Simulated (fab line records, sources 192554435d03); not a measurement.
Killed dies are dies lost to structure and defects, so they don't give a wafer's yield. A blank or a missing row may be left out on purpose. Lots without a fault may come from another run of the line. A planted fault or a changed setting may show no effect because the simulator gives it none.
Which tool did it? | flow n5_finfet | 10 lots, 27 wafers sampled, at 6 steps of a route of 1938

WHAT THE GAUGES READ, wafer by wafer
N5_BEOL_M4_RC_MEAS_101.
lot  | measured     | on        | DIBL_N (mV/V)
L829 | day 9 08:23  | prober-02 | 35.7 37.7 34.8
L831 | day 9 08:38  | prober-01 | 35.0 34.1 36.0
L830 | day 9 13:48  | prober-01 | 37.7 36.7 37.9
L832 | day 9 13:41  | prober-02 | 40.3 35.2 36.3
L838 | day 10 18:41 | prober-01 | 35.6 37.2
L837 | day 10 19:03 | prober-02 | 37.3 38.5
L839 | day 11 14:18 | prober-02 | 36.4 37.8 36.6
L840 | day 11 17:32 | prober-01 | 35.9 35.7
L847 | day 13 00:14 | prober-02 | 41.6 35.2 39.3
L850 | day 14 00:27 | prober-01 | 34.9 37.6 37.8

WHICH TOOL RAN EACH LOT (tool, then ch and the chambers of the sampled wafers, then the start)
lot  | N5_BEOL_M4_ANNEAL_87         | N5_BEOL_M4_SPUTTER_92        | N5_BEOL_M4_SPUTTER_96        | N5_BEOL_M4_ECD_50              | N5_BEOL_M4_CMP_52
L829 | pvd_sputter-02, day 9 06:05  | pvd_sputter-02, day 9 06:40  | pvd_sputter-02, day 9 07:06  | ecd_cu-02 ch 0,1, day 9 07:13  | cmp-01 ch 0,2, day 9 07:40
L831 | pvd_sputter-01, day 9 06:17  | pvd_sputter-01, day 9 06:52  | pvd_sputter-01, day 9 07:18  | ecd_cu-01 ch 0,1, day 9 07:25  | cmp-01 ch 0,1,3, day 9 07:53
L830 | pvd_sputter-01, day 9 10:30  | pvd_sputter-01, day 9 11:05  | pvd_sputter-01, day 9 11:31  | ecd_cu-02 ch 0,1, day 9 11:38  | cmp-01 ch 0,1,3, day 9 13:05
L832 | pvd_sputter-03, day 9 11:05  | pvd_sputter-03, day 9 11:40  | pvd_sputter-03, day 9 12:07  | ecd_cu-01 ch 0,1, day 9 12:14  | cmp-02 ch 1,3, day 9 13:04
L838 | pvd_sputter-01, day 10 16:06 | pvd_sputter-01, day 10 16:41 | pvd_sputter-01, day 10 17:07 | ecd_cu-01 ch 1, day 10 17:16   | cmp-02 ch 2, day 10 17:39
L837 | pvd_sputter-03, day 10 16:37 | pvd_sputter-03, day 10 17:12 | pvd_sputter-03, day 10 17:38 | ecd_cu-01 ch 0,1, day 10 17:47 | cmp-03 ch 0,1, day 10 18:08
L839 | pvd_sputter-03, day 11 12:00 | pvd_sputter-03, day 11 12:35 | pvd_sputter-03, day 11 13:01 | ecd_cu-01 ch 0,1, day 11 13:08 | cmp-03 ch 0,2, day 11 13:31
L840 | pvd_sputter-02, day 11 14:49 | pvd_sputter-02, day 11 15:24 | pvd_sputter-02, day 11 15:50 | ecd_cu-01 ch 0,1, day 11 15:59 | cmp-03 ch 0,3, day 11 16:37
L847 | pvd_sputter-01, day 12 21:58 | pvd_sputter-01, day 12 22:33 | pvd_sputter-01, day 12 22:59 | ecd_cu-02 ch 0, day 12 23:07   | cmp-01 ch 1,3, day 12 23:31
L850 | pvd_sputter-01, day 13 22:19 | pvd_sputter-01, day 13 22:54 | pvd_sputter-01, day 13 23:20 | ecd_cu-01 ch 0,1, day 13 23:28 | cmp-01 ch 1,2,3, day 13 23:50
- N5_BEOL_M4_ANNEAL_87: time 240 s.
- N5_BEOL_M4_SPUTTER_92: material Cu, target thk 4.5 nm, time 8.29 s.
- N5_BEOL_M4_SPUTTER_96: material Cu, target thk 4.5 nm, time 8.29 s.
- N5_BEOL_M4_ECD_50: material Cu, target thk 300 nm.
- N5_BEOL_M4_CMP_52: polishes, stops on SiOC, t overpolish 6.8 s, target thk 40 nm.

THE ANSWER, worked out from the rows above alone
Rule: what is usual is taken from the lots themselves. Put in order of their means at a reading, lots are off if they are a third of the lots or fewer, leave a main group of 4 or more, and stand apart from it by a gap of 3 or more times the standard deviation of the main group's means; of several such gaps the widest counts. A main group whose means are all the same, to the digits that the tables above print for the reading, isn't used. A lot without any number at a reading at which 4 lots or more have one is off too. The other lots that the step has rows for count as sound.
No lot is off at any reading shown: from this, nothing can be told.

WHAT THE SIMULATOR HAD PUT IN
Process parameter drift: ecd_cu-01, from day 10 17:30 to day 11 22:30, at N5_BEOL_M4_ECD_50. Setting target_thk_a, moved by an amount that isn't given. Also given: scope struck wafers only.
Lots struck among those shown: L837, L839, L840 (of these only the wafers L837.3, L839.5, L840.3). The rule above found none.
